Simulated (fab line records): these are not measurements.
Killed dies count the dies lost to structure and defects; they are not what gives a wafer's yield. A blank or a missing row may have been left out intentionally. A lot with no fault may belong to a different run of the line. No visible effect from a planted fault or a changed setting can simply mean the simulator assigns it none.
The tool behind it: which one? || flow nandHarc || Sampling: 11 lots, 33 wafers, 3 of 1302 route steps

WHAT THE GAUGES SHOWED, per wafer
NHARC_P_GATE_CD_MEAS_11 targets a cd of 1640 nm.
{"lot": "L476", "measured": "day 4 07:37", "on": "cdSem-03", "cdNm (nm)": "1640.9 1641.9 1641.1"}
{"lot": "L478", "measured": "day 5 04:20", "on": "cdSem-02", "cdNm (nm)": "1638.9 1640.1 1640.8"}
{"lot": "L481", "measured": "day 6 09:32", "on": "cdSem-03", "cdNm (nm)": "1639.8 1640.5 1641.3"}
{"lot": "L483", "measured": "day 7 08:31", "on": "cdSem-03", "cdNm (nm)": "1637.3 1637.6 1636.5"}
{"lot": "L486", "measured": "day 8 08:46", "on": "cdSem-03", "cdNm (nm)": "- - -"}
{"lot": "L487", "measured": "day 8 22:15", "on": "cdSem-02", "cdNm (nm)": "1641.9 1641.0 1640.2"}
{"lot": "L490", "measured": "day 10 12:54", "on": "cdSem-03", "cdNm (nm)": "1639.4 1638.8 1636.5"}
{"lot": "L496", "measured": "day 12 14:02", "on": "cdSem-01", "cdNm (nm)": "1640.1 1640.4 1640.0"}
{"lot": "L497", "measured": "day 13 05:34", "on": "cdSem-02", "cdNm (nm)": "1640.3 1639.9 1641.8"}
{"lot": "L498", "measured": "day 13 13:03", "on": "cdSem-01", "cdNm (nm)": "1639.2 1641.2 1638.9"}
{"lot": "L499", "measured": "day 13 21:09", "on": "cdSem-03", "cdNm (nm)": "1637.5 1640.3 1638.6"}

WHAT TOOL EACH LOT RAN ON (gives the tool, then ch and the chambers of the sampled wafers, and finally the start)
{"lot": "L476", "NHARC_P_STI_ETCH_42": "rieDiel-13 ch 0,1,3, day 2 20:15", "NHARC_P_GATE_EXPOSE_08": "krfScanner-04 ch 0, day 4 07:28"}
{"lot": "L478", "NHARC_P_STI_ETCH_42": "rieDiel-13 ch 1,2,3, day 3 15:37", "NHARC_P_GATE_EXPOSE_08": "krfScanner-01 ch 0, day 5 04:11"}
{"lot": "L481", "NHARC_P_STI_ETCH_42": "rieDiel-02 ch 1,3, day 4 22:07", "NHARC_P_GATE_EXPOSE_08": "krfScanner-01 ch 0, day 6 09:23"}
{"lot": "L483", "NHARC_P_STI_ETCH_42": "rieDiel-13 ch 0,2,3, day 5 17:52", "NHARC_P_GATE_EXPOSE_08": "krfScanner-04 ch 0, day 7 08:22"}
{"lot": "L486", "NHARC_P_STI_ETCH_42": "rieDiel-13 ch 1,2, day 7 00:16", "NHARC_P_GATE_EXPOSE_08": "krfScanner-04 ch 0, day 8 08:37"}
{"lot": "L487", "NHARC_P_STI_ETCH_42": "rieDiel-13 ch 0,2, day 7 11:47", "NHARC_P_GATE_EXPOSE_08": "krfScanner-04 ch 0, day 8 22:05"}
{"lot": "L490", "NHARC_P_STI_ETCH_42": "rieDiel-13 ch 1,2, day 8 14:47", "NHARC_P_GATE_EXPOSE_08": "krfScanner-03 ch 0, day 10 12:44"}
{"lot": "L496", "NHARC_P_STI_ETCH_42": "rieDiel-13 ch 0,1,2, day 11 03:22", "NHARC_P_GATE_EXPOSE_08": "krfScanner-04 ch 0, day 12 13:53"}
{"lot": "L497", "NHARC_P_STI_ETCH_42": "rieDiel-13 ch 0,3, day 11 13:17", "NHARC_P_GATE_EXPOSE_08": "krfScanner-01 ch 0, day 13 05:25"}
{"lot": "L498", "NHARC_P_STI_ETCH_42": "rieDiel-12 ch 0,1,3, day 11 22:26", "NHARC_P_GATE_EXPOSE_08": "krfScanner-01 ch 0, day 13 12:53"}
{"lot": "L499", "NHARC_P_STI_ETCH_42": "rieDiel-02 ch 2,3, day 12 08:53", "NHARC_P_GATE_EXPOSE_08": "krfScanner-04 ch 0, day 13 21:00"}
- NHARC_P_STI_ETCH_42: etches the open film in N2/H2, target depth 80 nm, overetch 24 nm, time 61 s.
- NHARC_P_GATE_EXPOSE_08: exposes mask P HV.

THE ANSWER, worked out from the rows above alone
Rule: the lots themselves supply what counts as usual. The widest of any qualifying gaps counts: lots, ordered by their means at a reading, are off when they make up no more than a third of the lots, leave a main group of 4 or more, and stand apart from it by 3 or more times the standard deviation of that group's means. If all means in a main group match to the digits the tables above print for the reading, that group is not used. A lot without any number at a reading at which 4 lots or more have one is off too. Where the step has rows for the other lots, those lots are counted as sound.
Off: L486 (NHARC_P_GATE_CD_MEAS_11, cdNm). Without a number there: L486. The main group has a mean of 1639.8 nm with a standard deviation of 1.3.
A tool fits if, at a process step before that reading, it ran every lot that is off, and no sound lot after the first of them. Those tools and the gauges at NHARC_P_GATE_CD_MEAS_11 are tried in the same way. None of those tried fits.

WHAT HAD BEEN PUT IN BY THE SIMULATOR
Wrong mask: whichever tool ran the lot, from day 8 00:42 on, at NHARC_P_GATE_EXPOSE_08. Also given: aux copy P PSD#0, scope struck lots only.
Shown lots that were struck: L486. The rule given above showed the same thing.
